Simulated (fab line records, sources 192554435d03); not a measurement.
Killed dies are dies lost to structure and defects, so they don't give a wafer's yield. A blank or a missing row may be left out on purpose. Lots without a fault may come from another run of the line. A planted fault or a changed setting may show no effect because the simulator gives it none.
Chamber matching | flow n5_finfet | N5_BEOL_M5_STRIP_19 on rie_diel-02: 4 sister chambers
The step strips in O2. 4 wafers are shown with their chamber, then 11 later ones without.

WAFERS WITH THEIR CHAMBER
wafer  | chamber | showerhead_plenum_p_Torr (Torr)
L077.4 | 3       | 2.07
L088.1 | 1       | 2.10
L088.2 | 2       | 2.11
L088.4 | 0       | 2.14

WAFERS WITHOUT THEIR CHAMBER
wafer  | showerhead_plenum_p_Torr (Torr)
L088.5 | 2.11
L088.6 | 2.10
L093.1 | 2.14
L093.3 | 2.11
L093.4 | 2.14
L096.4 | 2.10
L096.5 | 2.14
L096.6 | 2.06
L097.1 | 2.10
L097.4 | 2.13
L097.5 | 2.06

WHICH CHAMBER EACH WENT THROUGH
wafer  | from the rows above     | in truth
L088.5 | can't be placed: 2 or 1 | 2
L088.6 | can't be placed: 1 or 2 | 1
L093.1 | 0                       | 0
L093.3 | can't be placed: 2 or 1 | 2
L093.4 | 0                       | 0
L096.4 | can't be placed: 1 or 2 | 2
L096.5 | 0                       | 0
L096.6 | 3                       | 3
L097.1 | can't be placed: 1 or 2 | 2
L097.4 | can't be placed: 0 or 2 | 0
L097.5 | 3                       | 3
Placed correctly: 5 of 11. Can't be placed from these rows: 6 (the true chamber is among the candidates in 6). Placed wrongly: 0.
How it was worked out, from the rows above alone: a wafer's distance from a chamber is the root of the sum, over the readings, of the square of ((its reading less the chamber's mean) divided by the reading's scatter). The wafer belongs to the nearest chamber; if the next one is less than 2 further off, it can't be placed. A chamber's mean is the mean of its shown wafers. The scatter: with one shown wafer a chamber, the root of the mean of the squares of how far each hidden wafer lies from its nearest shown one.
